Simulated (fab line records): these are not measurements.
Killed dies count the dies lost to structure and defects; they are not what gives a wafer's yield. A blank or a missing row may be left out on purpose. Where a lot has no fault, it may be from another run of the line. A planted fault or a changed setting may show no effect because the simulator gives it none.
fab line records -- flow nand_harc
record lots=12, wafers=36, last_day=33
route steps=1302 shown A_CONTACT@1082 A_BLC@1112
lots with no fault: from the same line, run without faults
start_h: start of the lot's first displayed wafer, in hours after the record's first day -- wait_h: time in hours since the lot's previous step -- " the same as in the row above -- L1.1+2: a single row standing in for several wafers -- - no value present, or no start provided -- * or withheld: withheld -- < > ~ a bound
route shown NAME@n: names a module that has steps shown in the file, with the first one's number in the route -- usual: mean/standard deviation taken from wafers without a fault -- same: alike in all rows -- chamber/n: place in a boat -- sites: per-site readings -- _std_site: how widely they spread, as a standard deviation -- _edge_site: mean of outer sites minus mean of inner sites -- radius_mm: how far each site lies from the wafer's centre -- mask NAME#n: copy n -- behind: the last tool/chamber to shape the wafer -- hold: why the lot went on hold/how many hours it stayed there/how the hold came to an end -- device: the n, p or np transistor that did not switch -- end of line: the route-end tests of the same wafers -- where a step has no rows: the recipe by itself -- killed: dies lost to structure and defects at the first sort, not the wafer's yield -- map: dies across one wafer; x = killed, . = not, _ = none there
set.NAME: the setting the step ran with; set.NAME@STEP: the setting that earlier step ran with -- model.NAME: the simulator's own value behind a step, which no gauge read
route steps across a sampled set of lots; one table per step, one row per wafer
services: when a tool's chamber went out of use (start_h, in hours from the record's first day, below 0 if earlier), for how many hours, and the reason
## steps
# step NHARC_A_CONTACT_ETCH_88
# recipe target_depth_a=390, over_etch_frac=0.3, time_s=65, ion_energy_ev=80, cf4_flow_sccm=150, ar_flow_sccm=0, rf_w=300, bias_w=100, chemistry=CF4
# usual bias_w=100.00/0.29, drypump_motor_current_A=5.8/0.37, oes_product_au=0.996/0.012, rf_vpp_V=150.7/1.3, showerhead_plenum_p_Torr=1.72/0.088, throttle_valve_pct=13.284/0.0091
lot.wafer,tool,chamber,start_h,wait_h,bias_w,drypump_motor_current_A,oes_product_au,rf_hours_counter_h,rf_vpp_V,showerhead_plenum_p_Torr,throttle_valve_pct
L906.2,rie_diel-02,0,564.37,0.1,99.57,6.0,1.000,27,153.6,1.86,13.288
L906.1,rie_diel-02,3,564.37,0.1,99.49,5.9,1.000,24,150.1,1.66,13.296
L906.5,rie_diel-02,0,564.37,0.1,99.78,6.0,0.997,-,152.9,1.86,13.280
L909.4,rie_diel-06,0,576.12,0.1,100.06,5.7,0.985,28,153.0,1.81,13.286
L909.3,rie_diel-06,1,576.12,0.1,100.47,6.8,1.001,28,151.9,1.87,13.277
L909.6,rie_diel-06,3,576.12,0.1,99.52,6.0,1.019,-,151.7,1.80,13.274
L912.2,rie_diel-01,0,599.80,0.1,99.81,5.0,0.997,15,150.3,1.73,13.283
L912.1,rie_diel-01,2,599.80,0.1,99.74,5.7,1.003,7,149.6,1.69,13.269
L912.6,rie_diel-01,0,599.80,0.1,99.88,5.0,1.005,-,149.9,1.73,13.288
L914.2,rie_diel-02,0,630.38,0.1,99.87,6.0,0.998,7,151.7,1.86,13.284
L914.4,rie_diel-02,3,630.38,0.1,99.97,5.9,0.980,5,150.0,1.66,13.292
L914.6,rie_diel-02,0,630.38,0.1,100.28,6.0,0.994,-,152.3,1.86,13.279
L915.3,rie_diel-02,0,632.00,0.1,99.92,6.0,1.005,8,151.6,1.86,13.282
L915.4,rie_diel-02,2,632.00,0.1,100.35,5.8,1.014,8,149.5,1.65,13.269
L915.6,rie_diel-02,0,632.00,0.1,100.32,6.0,1.001,-,151.0,1.86,13.286
L916.1,rie_diel-02,0,652.14,0.1,100.18,6.0,1.007,14,152.7,1.86,13.286
L916.3,rie_diel-02,1,652.14,0.1,99.98,5.7,1.003,14,149.8,1.66,13.274
L916.4,rie_diel-02,3,652.14,0.1,99.48,5.9,0.989,12,149.7,1.66,13.267
L920.3,rie_diel-02,1,663.34,0.1,99.96,5.7,0.996,16,149.6,1.66,13.298
L920.6,rie_diel-02,3,663.34,0.1,99.23,5.9,0.988,-,150.4,1.66,13.287
L920.5,rie_diel-02,0,663.34,0.1,99.80,6.0,1.001,-,153.4,1.86,13.275
L919.1,rie_diel-02,3,664.97,0.1,99.91,5.8,0.979,14,151.1,1.66,13.270
L919.4,rie_diel-02,0,664.97,0.1,100.51,5.9,0.997,16,152.1,1.86,13.273
L919.3,rie_diel-02,1,664.97,0.1,99.77,5.7,1.003,16,148.2,1.66,13.275
L922.4,rie_diel-02,2,698.59,0.1,99.94,5.8,1.018,20,150.6,1.64,13.284
L922.1,rie_diel-02,0,698.59,0.1,99.91,6.0,0.998,19,153.0,1.86,13.283
L922.6,rie_diel-02,2,698.59,0.1,99.64,5.8,1.015,-,149.7,1.64,13.285
L923.1,rie_diel-01,0,712.12,0.1,99.85,5.0,0.997,51,151.1,1.72,13.276
L923.2,rie_diel-01,3,712.12,0.1,100.19,5.2,0.983,50,150.3,1.65,13.276
L923.5,rie_diel-01,1,712.12,0.1,99.98,6.4,0.985,-,150.9,1.79,13.298
L925.4,rie_diel-02,2,725.25,0.1,99.99,5.8,0.995,27,148.5,1.64,13.274
L925.2,rie_diel-02,3,725.25,0.1,100.18,5.9,0.981,24,149.1,1.66,13.283
L925.3,rie_diel-02,1,725.25,0.1,99.65,5.7,1.008,27,150.0,1.65,13.285
L926.1,rie_diel-02,2,727.88,0.1,99.53,5.8,1.014,28,149.9,1.64,13.284
L926.3,rie_diel-02,3,727.88,0.1,100.01,5.9,0.986,24,149.7,1.66,13.282
L926.6,rie_diel-02,2,727.88,0.1,100.42,5.8,1.008,-,150.5,1.64,13.276
# step NHARC_A_CONTACT_ETCH_110
# recipe target_depth_a=600, overetch_a=60, time_s=33, ion_energy_ev=100, cf4_flow_sccm=80, o2_flow_sccm=20, ar_flow_sccm=0, rf_w=300, bias_w=100, chemistry=CF4/O2
# usual bias_w=99.98/0.29, drypump_motor_current_A=5.8/0.38, oes_product_au=0.996/0.011, rf_vpp_V=197.6/1.7, showerhead_plenum_p_Torr=1.32/0.075, throttle_valve_pct=13.397/0.0085
lot.wafer,tool,chamber,start_h,wait_h,bias_w,drypump_motor_current_A,oes_product_au,rf_hours_counter_h,rf_vpp_V,showerhead_plenum_p_Torr,throttle_valve_pct
L906.2,rie_diel-01,0,570.98,0.1,99.73,5.0,1.008,4,197.5,1.31,13.395
L906.1,rie_diel-01,3,570.98,0.1,99.88,5.2,0.990,2,195.4,1.25,13.398
L906.5,rie_diel-01,1,570.98,0.1,100.17,6.4,0.980,-,197.2,1.36,13.395
L909.3,rie_diel-02,1,580.83,0.1,100.38,5.7,0.986,0,194.6,1.25,13.401
L909.4,rie_diel-02,3,580.83,0.1,99.87,5.9,0.989,0,197.6,1.25,13.382
L909.6,rie_diel-02,1,580.83,0.1,100.21,5.6,0.995,-,196.9,1.25,13.391
L912.2,rie_diel-01,2,603.22,0.1,100.03,5.7,0.999,8,198.2,1.27,13.402
L912.1,rie_diel-01,0,603.22,0.1,99.75,5.1,0.997,15,195.7,1.31,13.407
L912.6,rie_diel-01,2,603.22,0.1,99.81,5.7,1.010,-,196.6,1.27,13.398
L914.2,rie_diel-06,0,633.77,0.0,100.05,5.7,0.980,46,198.1,1.36,13.402
L914.4,rie_diel-06,2,633.77,0.0,99.69,5.2,0.975,49,199.8,1.42,13.394
L914.6,rie_diel-06,0,633.77,0.0,100.30,5.7,0.980,-,199.0,1.36,13.391
L915.4,rie_diel-02,0,635.50,0.0,100.51,6.0,1.009,8,199.7,1.41,13.401
L915.3,rie_diel-02,2,635.50,0.0,100.10,5.8,1.003,9,195.1,1.24,13.377
L915.6,rie_diel-02,0,635.50,0.0,100.67,6.0,0.999,-,199.9,1.41,13.410
L916.1,rie_diel-02,0,655.58,0.1,100.19,6.0,0.993,14,200.0,1.41,13.407
L916.4,rie_diel-02,2,655.58,0.1,100.00,5.8,0.999,15,196.9,1.24,13.391
L916.3,rie_diel-02,3,655.58,0.1,100.20,5.9,0.986,13,197.7,1.25,13.391
L920.3,rie_diel-02,1,666.72,0.1,99.87,5.7,1.000,17,195.9,1.25,13.388
L920.6,rie_diel-02,0,666.72,0.1,99.84,6.0,1.000,-,198.9,1.41,13.382
L920.5,rie_diel-02,1,666.72,0.1,100.50,5.7,0.996,-,196.0,1.25,13.385
L919.3,rie_diel-02,2,668.43,0.1,100.30,5.8,1.010,17,196.3,1.24,13.399
L919.1,rie_diel-02,3,668.43,0.1,100.54,5.8,0.986,15,196.6,1.25,13.401
L919.4,rie_diel-02,1,668.43,0.1,99.48,5.7,1.011,17,195.4,1.25,13.407
L922.4,rie_diel-02,3,702.22,0.3,100.00,5.9,0.982,19,196.3,1.25,13.401
L922.1,rie_diel-02,0,702.22,0.3,99.96,6.0,0.997,20,200.7,1.41,13.388
L922.6,rie_diel-02,0,702.22,0.3,99.58,6.0,0.995,-,199.3,1.41,13.392
L923.1,rie_diel-02,2,718.82,0.0,99.83,5.8,1.001,26,195.3,1.23,13.409
L923.2,rie_diel-02,1,718.82,0.0,100.33,5.7,1.003,26,195.7,1.24,13.408
L923.5,rie_diel-02,3,718.82,0.0,99.72,5.9,0.981,-,196.1,1.25,13.388
L925.4,rie_diel-06,2,728.66,0.1,100.01,5.3,1.003,17,198.8,1.42,13.408
L925.3,rie_diel-06,0,728.66,0.1,99.80,5.8,0.996,23,198.8,1.35,13.400
L925.2,rie_diel-06,1,728.66,0.1,100.00,6.8,0.983,19,198.2,1.40,13.408
L926.3,rie_diel-02,0,731.29,0.1,99.64,6.0,1.004,26,200.9,1.40,13.394
L926.1,rie_diel-02,2,731.29,0.1,100.39,5.8,0.999,29,194.9,1.23,13.394
L926.6,rie_diel-02,0,731.29,0.1,100.21,6.0,0.995,-,200.2,1.40,13.409
# step NHARC_A_CONTACT_INSPECT_23
# usual raw_defect_count=509/120
lot.wafer,tool,chamber,start_h,wait_h,raw_defect_count
L906.1,defect_inspect-01,-,573.99,0.1,552
L906.2,defect_inspect-01,-,573.99,0.1,582
L906.5,defect_inspect-01,-,573.99,0.1,763
L909.3,defect_inspect-02,-,583.76,0.1,545
L909.4,defect_inspect-02,-,583.76,0.1,766
L909.6,defect_inspect-02,-,583.76,0.1,507
L912.1,defect_inspect-02,-,605.41,0.1,397
L912.2,defect_inspect-02,-,605.41,0.1,399
L912.6,defect_inspect-02,-,605.41,0.1,472
L914.2,defect_inspect-02,-,635.93,0.1,485
L914.4,defect_inspect-02,-,635.93,0.1,1151
L914.6,defect_inspect-02,-,635.93,0.1,541
L915.3,defect_inspect-01,-,637.66,0.1,617
L915.4,defect_inspect-01,-,637.66,0.1,460
L915.6,defect_inspect-01,-,637.66,0.1,578
L916.1,defect_inspect-01,-,657.92,0.1,482
L916.3,defect_inspect-01,-,657.92,0.1,457
L916.4,defect_inspect-01,-,657.92,0.1,516
L920.3,defect_inspect-02,-,668.90,0.1,421
L920.5,defect_inspect-02,-,668.90,0.1,488
L920.6,defect_inspect-02,-,668.90,0.1,413
L919.1,defect_inspect-02,-,670.69,0.1,315
L919.3,defect_inspect-02,-,670.69,0.1,503
L919.4,defect_inspect-02,-,670.69,0.1,461
L922.1,defect_inspect-02,-,704.36,0.1,415
L922.4,defect_inspect-02,-,704.36,0.1,598
L922.6,defect_inspect-02,-,704.36,0.1,488
L923.1,defect_inspect-01,-,720.96,0.1,456
L923.2,defect_inspect-01,-,720.96,0.1,586
L923.5,defect_inspect-01,-,720.96,0.1,655
L925.2,defect_inspect-02,-,730.80,0.1,371
L925.3,defect_inspect-02,-,730.80,0.1,398
L925.4,defect_inspect-02,-,730.80,0.1,351
L926.1,defect_inspect-01,-,733.43,0.1,579
L926.3,defect_inspect-01,-,733.43,0.1,678
L926.6,defect_inspect-01,-,733.43,0.1,671
# step NHARC_A_BLC_SOFTBAKE_05
# recipe temp_c=105, time_s=55
# usual chill_plate_temp_C=23.00/0.11, heater_power_total_W=188.44/0.14
lot.wafer,tool,chamber,start_h,wait_h,chill_plate_temp_C,heater_power_total_W
L906.1,litho_track-04,0,574,-,22.96,188.31
L906.2,litho_track-04,0,574,-,22.75,188.36
L906.5,litho_track-04,0,574,-,23.10,188.72
L909.3,litho_track-01,0,583,-,23.03,188.68
L909.4,litho_track-01,0,583,-,23.03,188.57
L909.6,litho_track-01,0,583,-,23.09,188.33
L912.1,litho_track-06,0,605,-,22.95,188.38
L912.2,litho_track-06,0,605,-,22.91,188.45
L912.6,litho_track-06,0,605,-,22.84,188.76
L914.2,litho_track-01,0,636,-,23.07,188.46
L914.4,litho_track-01,0,636,-,22.99,188.35
L914.6,litho_track-01,0,636,-,22.94,188.32
L915.3,litho_track-06,0,637,-,23.12,182.72
L915.4,litho_track-06,0,637,-,23.18,182.70
L915.6,litho_track-06,0,637,-,22.95,182.74
L916.1,litho_track-06,0,657,-,22.89,182.74
L916.3,litho_track-06,0,657,-,22.85,182.75
L916.4,litho_track-06,0,657,-,23.01,182.75
L920.3,litho_track-04,0,668,-,23.11,188.70
L920.5,litho_track-04,0,668,-,23.08,188.32
L920.6,litho_track-04,0,668,-,22.96,188.35
L919.1,litho_track-01,0,670,-,23.16,188.30
L919.3,litho_track-01,0,670,-,22.97,188.40
L919.4,litho_track-01,0,670,-,22.96,188.27
L922.1,litho_track-01,0,704,-,22.93,188.35
L922.4,litho_track-01,0,704,-,22.92,188.37
L922.6,litho_track-01,0,704,-,22.78,188.30
L923.1,litho_track-06,0,721,-,23.02,188.32
L923.2,litho_track-06,0,721,-,23.16,188.42
L923.5,litho_track-06,0,721,-,23.24,188.73
L925.2,litho_track-01,0,730,-,23.02,188.33
L925.3,litho_track-01,0,730,-,23.09,188.59
L925.4,litho_track-01,0,730,-,22.93,188.29
L926.1,litho_track-01,0,733,-,23.08,188.72
L926.3,litho_track-01,0,733,-,23.11,188.66
L926.6,litho_track-01,0,733,-,23.12,188.72
## services
tool,chamber,start_h,hours,kind
rie_diel-02,0,550.63,-,clean
rie_diel-02,1,550.63,-,clean
rie_diel-02,2,550.63,-,clean
rie_diel-02,3,550.63,-,clean
litho_track-04,-,553.00,7.0,pm
rie_diel-01,-,558.16,9.0,pm
rie_diel-02,-,571.27,9.0,pm
rie_diel-02,0,571.27,9.0,vent_cycle
rie_diel-02,1,571.27,9.0,vent_cycle
rie_diel-02,2,571.27,9.0,vent_cycle
rie_diel-02,3,571.27,9.0,vent_cycle
rie_diel-02,0,580.27,-,clean
rie_diel-02,1,580.27,-,clean
rie_diel-02,2,580.27,-,clean
rie_diel-02,3,580.27,-,clean
rie_diel-02,0,604.77,-,clean
rie_diel-02,1,604.77,-,clean
rie_diel-06,0,608.46,4.5,repair
rie_diel-02,3,610.42,14.1,repair
rie_diel-01,1,638.37,6.7,repair
rie_diel-06,-,661.47,9.0,pm
litho_track-01,-,680.00,7.0,pm
litho_track-06,-,704.00,7.0,pm
litho_track-04,-,728.00,7.0,pm
## key
first_sign step=NHARC_A_BLC_SOFTBAKE_05, reading=heater_power_total_W, direction=down, sigmas=40, usual=*, struck=*
effect none on later readings
met_at NHARC_A_BLC_SOFTBAKE_05
struck_lots L915,L916
tester_left_out L915,L916
not_acting_at NHARC_A_CONTACT_ETCH_88,NHARC_A_CONTACT_ETCH_110,NHARC_A_CONTACT_INSPECT_23
onset_between 605 637
fault kind=process_parameter_drift, tool=litho_track-06, chamber=-, onset_h=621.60, steps=NHARC_A_BLC_SOFTBAKE_05, channel=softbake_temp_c, offset=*, shape=step, end_h=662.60, acts_in=*, stated=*
# tester_left_out: of these lots the tester's yield and bins aren't shown, on N5 and GAA mostly nor the transistor test; their killed dies are dies lost to structure and defects alone, not to doping, threshold or leakage, so they don't give the yield
